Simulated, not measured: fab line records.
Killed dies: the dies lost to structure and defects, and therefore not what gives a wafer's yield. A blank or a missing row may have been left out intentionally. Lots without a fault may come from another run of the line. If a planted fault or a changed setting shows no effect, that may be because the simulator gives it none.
Chamber matching || flow nandHarc || aldHk-02 running NHARC_A_WL_FILL_ALD_00: 4 sister chambers
The step deposits Al2O3, target thk 3 nm, pulse time 3 s, ald cycles 30. 15 wafers are shown with their chamber, then 7 later ones without.

== WAFERS, EACH WITH ITS CHAMBER ==
{"wafer": "L257.1", "chamber": 3, "heaterPowerW (W)": 461, "precursorPulseHeightRel": 1.001}
{"wafer": "L257.2", "chamber": 0, "heaterPowerW (W)": 492, "precursorPulseHeightRel": 1.004}
{"wafer": "L257.5", "chamber": 0, "heaterPowerW (W)": 500, "precursorPulseHeightRel": 0.994}
{"wafer": "L258.2", "chamber": 1, "heaterPowerW (W)": 480, "precursorPulseHeightRel": 0.999}
{"wafer": "L258.5", "chamber": 1, "heaterPowerW (W)": 482, "precursorPulseHeightRel": 0.992}
{"wafer": "L258.6", "chamber": 2, "heaterPowerW (W)": 470, "precursorPulseHeightRel": 0.983}
{"wafer": "L268.1", "chamber": 0, "heaterPowerW (W)": 496, "precursorPulseHeightRel": 1.006}
{"wafer": "L271.1", "chamber": 1, "heaterPowerW (W)": 482, "precursorPulseHeightRel": 0.992}
{"wafer": "L271.2", "chamber": 2, "heaterPowerW (W)": 481, "precursorPulseHeightRel": 0.996}
{"wafer": "L271.4", "chamber": 3, "heaterPowerW (W)": 467, "precursorPulseHeightRel": 0.963}
{"wafer": "L274.1", "chamber": 3, "heaterPowerW (W)": 485, "precursorPulseHeightRel": 0.982}
{"wafer": "L274.2", "chamber": 1, "heaterPowerW (W)": 510, "precursorPulseHeightRel": 1.035}
{"wafer": "L274.3", "chamber": 2, "heaterPowerW (W)": 486, "precursorPulseHeightRel": 0.952}
{"wafer": "L273.1", "chamber": 0, "heaterPowerW (W)": 501, "precursorPulseHeightRel": 0.986}
{"wafer": "L273.4", "chamber": 3, "heaterPowerW (W)": 470, "precursorPulseHeightRel": 0.990}

SIGNATURES (means of the wafers above)
{"reading": "heaterPowerW", "chamber 0": 497.25, "chamber 1": 488.50, "chamber 2": 479.00, "chamber 3": 470.75, "scatter within a chamber": 10.1}
{"reading": "precursorPulseHeightRel", "chamber 0": 0.99750, "chamber 1": 1.00450, "chamber 2": 0.97700, "chamber 3": 0.98400, "scatter within a chamber": 0.0174}
Rule: a wafer's distance from a chamber is the root of the sum, over the readings, of the square of ((its reading less the chamber's mean) divided by the reading's scatter). The wafer belongs to the nearest chamber; if the next one is less than 2 further off, it can't be placed. The scatter: the root of (the sum of the squares of (reading less its chamber's mean) over the shown wafers, divided by (wafers less chambers)).

== WAFERS WHOSE CHAMBER IS MISSING ==
{"wafer": "L273.5", "heaterPowerW (W)": 490, "precursorPulseHeightRel": 1.013}
{"wafer": "L276.3", "heaterPowerW (W)": 502, "precursorPulseHeightRel": 0.989}
{"wafer": "L276.5", "heaterPowerW (W)": 480, "precursorPulseHeightRel": 0.975}
{"wafer": "L276.6", "heaterPowerW (W)": 482, "precursorPulseHeightRel": 0.974}
{"wafer": "L277.2", "heaterPowerW (W)": 465, "precursorPulseHeightRel": 1.017}
{"wafer": "L277.4", "heaterPowerW (W)": 489, "precursorPulseHeightRel": 1.020}
{"wafer": "L277.6", "heaterPowerW (W)": 503, "precursorPulseHeightRel": 0.980}

== CHAMBER TAKEN BY EACH ==
{"wafer": "L273.5", "from the rows above": "can't be placed: 1 or 0 or 2", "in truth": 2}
{"wafer": "L276.3", "from the rows above": "can't be placed: 0 or 1 or 2", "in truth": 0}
{"wafer": "L276.5", "from the rows above": "can't be placed: 2 or 3 or 1 or 0", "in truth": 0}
{"wafer": "L276.6", "from the rows above": "can't be placed: 2 or 3 or 1 or 0", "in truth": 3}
{"wafer": "L277.2", "from the rows above": "can't be placed: 3 or 1 or 2 or 0", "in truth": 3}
{"wafer": "L277.4", "from the rows above": "can't be placed: 1 or 0 or 2 or 3", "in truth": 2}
{"wafer": "L277.6", "from the rows above": "can't be placed: 0 or 1 or 2", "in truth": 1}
Placed correctly: 0 of 7. These rows do not allow placing 7 (true chamber among the candidates in 7). Number placed wrongly: 0.
